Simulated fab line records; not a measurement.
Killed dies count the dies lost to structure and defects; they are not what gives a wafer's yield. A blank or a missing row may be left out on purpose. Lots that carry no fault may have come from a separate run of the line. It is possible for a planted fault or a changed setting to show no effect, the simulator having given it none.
What tool caused it?	flow nand-harc	15 lots with 45 wafers sampled at 2 steps, on a route of 1302 steps

WHAT EACH GAUGE READ, for each wafer
NHARC_P_M0_OVL_MEAS_10: pitch 180 nm.
lot	measured	on	overlay-x-nm (nm)	overlay-y-nm (nm)
L557	day 6 00:54	overlay-02	0.7 0.2 0.3	-1.2 -1.1 -1.5
L558	day 6 05:34	overlay-01	0.1 0.2 -0.1	0.0 0.2 0.1
L559	day 7 00:13	overlay-02	0.7 0.4 0.0	-0.1 -0.2 -0.5
L562	day 7 22:55	overlay-01	-0.5 -0.1 -0.3	0.7 1.1 0.5
L564	day 9 00:40	overlay-02	1.0 1.2 1.3	-1.3 -0.6 -0.8
L565	day 9 14:40	overlay-01	-1.1 -0.9 -1.2	0.2 0.5 0.6
L568	day 10 12:26	overlay-01	0.9 0.9 1.3	-0.3 -0.7 -0.1
L567	day 10 13:05	overlay-01	0.0 -0.4 0.0	-1.4 -1.8 -1.8
L569	day 11 02:22	overlay-02	0.0 0.1 -0.1	-1.2 -1.1 -1.5
L571	day 12 04:02	overlay-01	-0.5 -0.3 -0.1	-0.6 0.1 -0.8
L574	day 13 04:08	overlay-01	- - -	- - -
L575	day 13 10:56	overlay-02	- - -	- - -
L576	day 14 00:15	overlay-02	- - -	- - -
L577	day 14 11:14	overlay-02	-0.3 -0.3 -0.6	0.6 0.0 0.4
L580	day 15 21:43	overlay-01	1.2 1.0 1.5	0.6 0.2 0.1

TOOL THAT RAN EACH LOT (tool first, then ch and the chambers of the sampled wafers, then the start)
lot	NHARC_P_M0_DEVELOP_08
L557	litho-track-06 ch 0, day 6 00:00
L558	litho-track-06 ch 0, day 6 05:00
L559	litho-track-01 ch 0, day 7 00:00
L562	litho-track-04 ch 0, day 7 22:00
L564	litho-track-04 ch 0, day 9 00:00
L565	litho-track-01 ch 0, day 9 14:00
L568	litho-track-04 ch 0, day 10 12:00
L567	litho-track-04 ch 0, day 10 12:00
L569	litho-track-04 ch 0, day 11 02:00
L571	litho-track-06 ch 0, day 12 03:00
L574	litho-track-04, day 13 03:00
L575	litho-track-04, day 13 10:00
L576	litho-track-04, day 14 00:00
L577	litho-track-06 ch 0, day 14 11:00
L580	litho-track-04 ch 0, day 15 21:00
- NHARC_P_M0_DEVELOP_08: develop time 35 s.

WHAT THE TOOLS THEMSELVES READ (means of the sampled wafers that have a number; where no wafer has one, the mark that the record gives instead)
NHARC_P_M0_DEVELOP_08.
lot	tool	chill-plate-temp-C (C)	exhaust-pa (Pa)
L557	litho-track-06	22.92	45.3
L558	litho-track-06	22.94	45.2
L559	litho-track-01	23.05	45.0
L562	litho-track-04	23.11	45.2
L564	litho-track-04	23.12	45.8
L565	litho-track-01	22.81	47.0
L568	litho-track-04	23.12	45.7
L567	litho-track-04	23.11	45.3
L569	litho-track-04	22.95	46.0
L571	litho-track-06	23.08	44.3
L574	litho-track-04	-	-
L575	litho-track-04	-	-
L576	litho-track-04	-	-
L577	litho-track-06	23.09	43.8
L580	litho-track-04	23.02	45.1

THE ANSWER, worked out from the rows above alone
Rule: the usual values come from the lots themselves. The widest of any qualifying gaps counts: lots, ordered by their means at a reading, are off when they make up no more than a third of the lots, leave a main group of 4 or more, and stand apart from it by 3 or more times the standard deviation of that group's means. A main group whose means are all the same, to the digits that the tables above print for the reading, isn't used. Also off: a lot with no number at a reading for which 4 or more lots have one. All remaining lots with rows at the step are treated as sound. First the gauges in route order, then the tools' own readings, where a lot's mean is used as printed above. The first step at which some lot is off is used, and at that step the reading that is off furthest; a lot without a number counts as furthest.
Off at NHARC_P_M0_OVL_MEAS_10 (overlay-x-nm): L574, L575, L576. Without a number there: L574, L575, L576. Mean 0.2 nm and standard deviation 0.67 in the main group.
If a tool, at a process step before that reading, ran all the lots that are off and no sound lot after the first of them, it fits. Not tried: the gauges at NHARC_P_M0_OVL_MEAS_10; whatever is off there is also off at NHARC_P_M0_DEVELOP_08, on other tools, and gauge error can't account for it. None of those tried fits.

WHAT THE SIMULATOR HAD INSERTED
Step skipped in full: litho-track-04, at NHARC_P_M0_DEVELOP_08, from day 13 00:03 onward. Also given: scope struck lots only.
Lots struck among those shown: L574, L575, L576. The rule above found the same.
